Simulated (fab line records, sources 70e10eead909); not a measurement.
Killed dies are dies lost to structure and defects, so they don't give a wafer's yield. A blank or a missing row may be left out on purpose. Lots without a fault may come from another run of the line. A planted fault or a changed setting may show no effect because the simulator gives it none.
One fault seen from 2 desks | flow nand_harc | each desk has only its own numbers; what lay behind them comes last

THE TOOL OWNER'S DESK: litho_track-04
The tool's own readings at NHARC_P_M2_PEB_07 (peb time 65 s): means of the sampled wafers that have a number, for each lot that ran on this tool. A lot is out of limits, marked OUT, if its mean lies more than 4 standard deviations from the usual mean; the brackets give that distance.
Columns: A = heater_power_total_W at NHARC_P_M2_PEB_07, usual 156.7 W; B = plate_temp_C at NHARC_P_M2_PEB_07, usual 100.00 C
lot  | first seen here | A               | B
L120 | day 6 05:42     | 156.8           | 99.87
L122 | day 6 22:57     | 156.7           | 99.96
L124 | day 8 00:29     | 157.0           | 99.94
L128 | day 10 04:06    | 174.6 (+46) OUT | 108.23 (+63) OUT
L131 | day 11 03:37    | 174.4 (+45) OUT | 108.17 (+63) OUT
L138 | day 13 21:51    | 156.9           | 100.17
This desk's finding: out of limits on L128, L131; first on L128, day 10 04:06 (heater_power_total_W at NHARC_P_M2_PEB_07). In limits: L120, L122, L124, L138.

THE METROLOGY DESK
What the gauges read, lot by lot, whatever tool the lot ran on: means of the sampled wafers that have a number. A lot is out of limits, marked OUT, if its mean lies more than 4 standard deviations from the usual mean; the brackets give that distance.
Columns: A = cd_nm at NHARC_P_M2_CD_MEAS_09, usual 169.7 nm
lot  | first seen here | A
L120 | day 6 05:47     | 170.1
L122 | day 6 23:02     | 169.4
L121 | day 7 00:02     | 170.0
L124 | day 8 00:34     | 170.5
L125 | day 8 05:38     | 168.9
L128 | day 10 04:11    | 192.7 (+36) OUT
L131 | day 11 03:41    | 193.4 (+37) OUT
L137 | day 13 18:00    | 169.4
L138 | day 13 21:56    | 169.8
L139 | day 14 11:18    | 169.7
L140 | day 14 16:19    | 168.3
L141 | day 15 04:04    | 170.0
This desk's finding: out of limits on L128, L131; first on L128, day 10 04:11 (cd_nm at NHARC_P_M2_CD_MEAS_09). In limits: L120, L122, L121, L124, L125, L137, L138, L139, L140, L141.

PUT TOGETHER
The tool owner's desk could have raised an alarm at day 10 04:06, on L128, L131.
The metrology desk could have raised an alarm at day 10 04:11, on L128, L131.
Of the lots named, all ran NHARC_P_M2_PEB_07 on litho_track-04.

WHAT THE SIMULATOR HAD PUT IN
Process parameter drift: litho_track-04, from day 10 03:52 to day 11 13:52, at NHARC_P_M2_PEB_07. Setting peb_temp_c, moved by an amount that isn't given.
Lots struck among those shown: L128, L131.
Hours from the fault's start to each desk's first reading out of limits: the tool owner's desk, 0; the metrology desk, 0.
